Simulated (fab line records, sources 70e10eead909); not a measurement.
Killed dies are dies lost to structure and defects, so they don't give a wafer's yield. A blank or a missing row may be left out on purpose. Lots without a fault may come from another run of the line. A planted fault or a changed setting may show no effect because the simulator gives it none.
Chamber matching | flow nand_harc | NHARC_A_CHANNEL_FILL_D1_ETCHBACK_20 on rie_diel-08: 4 sister chambers
The step etches the open film in C4F8/O2/Ar, target depth 27 nm, time 13.5 s. 7 wafers are shown with their chamber, then 8 later ones without.

WAFERS WITH THEIR CHAMBER
wafer  | chamber | rf_vpp_V (V) | chamber_pressure_mTorr (mTorr)
L077.3 | 0       | 985          | 24.963
L080.1 | 3       | 982          | 24.990
L085.1 | 2       | 978          | 24.985
L085.4 | 3       | 981          | 25.013
L086.2 | 2       | 980          | 25.003
L086.5 | 1       | 983          | 24.982
L088.2 | 1       | 982          | 24.964

WAFERS WITHOUT THEIR CHAMBER
wafer  | rf_vpp_V (V) | chamber_pressure_mTorr (mTorr)
L088.5 | 982          | 24.997
L088.6 | 979          | 25.004
L095.2 | 985          | 25.024
L095.4 | 983          | 25.026
L095.5 | 980          | 24.997
L096.1 | 980          | 25.000
L096.4 | 981          | 25.003
L096.5 | 979          | 24.995

WHICH CHAMBER EACH WENT THROUGH
wafer  | from the rows above          | in truth
L088.5 | can't be placed: 3 or 1      | 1
L088.6 | can't be placed: 2 or 3      | 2
L095.2 | can't be placed: 3 or 0 or 1 | 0
L095.4 | can't be placed: 3 or 1      | 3
L095.5 | can't be placed: 2 or 3      | 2
L096.1 | can't be placed: 2 or 3      | 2
L096.4 | can't be placed: 3 or 2      | 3
L096.5 | 2                            | 2
Placed correctly: 1 of 8. Can't be placed from these rows: 7 (the true chamber is among the candidates in 7). Placed wrongly: 0.
How it was worked out, from the rows above alone: a wafer's distance from a chamber is the root of the sum, over the readings, of the square of ((its reading less the chamber's mean) divided by the reading's scatter). The wafer belongs to the nearest chamber; if the next one is less than 2 further off, it can't be placed. A chamber's mean is the mean of its shown wafers. The scatter: the root of (the sum of the squares of (reading less its chamber's mean) over the shown wafers, divided by (wafers less chambers)).
